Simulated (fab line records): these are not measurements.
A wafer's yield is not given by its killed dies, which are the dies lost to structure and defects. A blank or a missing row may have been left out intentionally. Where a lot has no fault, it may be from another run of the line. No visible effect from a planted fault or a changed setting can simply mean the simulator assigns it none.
Chamber matching ; flow nandHarc ; 4 sister chambers for NHARC_A_CONTACT_DESCUM_47 on rieDiel-11
The step chemistry O2, time 3 s. 4 wafers are shown with their chamber, then 12 later ones without.

## WAFERS, EACH WITH ITS CHAMBER
wafer;chamber;showerheadPlenumPTorr (Torr)
L085.6;1;1.86
L090.1;3;1.81
L090.3;2;1.88
L090.5;0;1.76

## WAFERS WITH NO CHAMBER GIVEN
wafer;showerheadPlenumPTorr (Torr)
L091.2;1.88
L091.3;1.86
L091.4;1.81
L092.1;1.76
L092.2;1.80
L092.4;1.85
L095.2;1.76
L095.3;1.85
L095.6;1.81
L097.2;1.87
L097.3;1.76
L097.5;1.80

## CHAMBER TAKEN BY EACH
wafer;from the rows above;in truth
L091.2;2;2
L091.3;1;1
L091.4;3;3
L092.1;0;0
L092.2;3;3
L092.4;1;1
L095.2;0;0
L095.3;1;1
L095.6;3;3
L097.2;can't be placed: 2 or 1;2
L097.3;0;0
L097.5;3;3
Correct placement for 11 of the 12. From these rows, 1 cannot be placed; in 1 the true chamber is one of the candidates. Number placed wrongly: 0.
How it was worked out, from the rows above alone: a wafer's distance from a chamber is the root of the sum, over the readings, of the square of ((its reading less the chamber's mean) divided by the reading's scatter). If the next closest chamber is less than 2 further off than the closest, the wafer can't be placed; otherwise it belongs to the closest. A chamber's mean is the mean of its shown wafers. The scatter: root of mean squared gap, hidden wafer to nearest shown wafer, with one shown wafer a chamber.
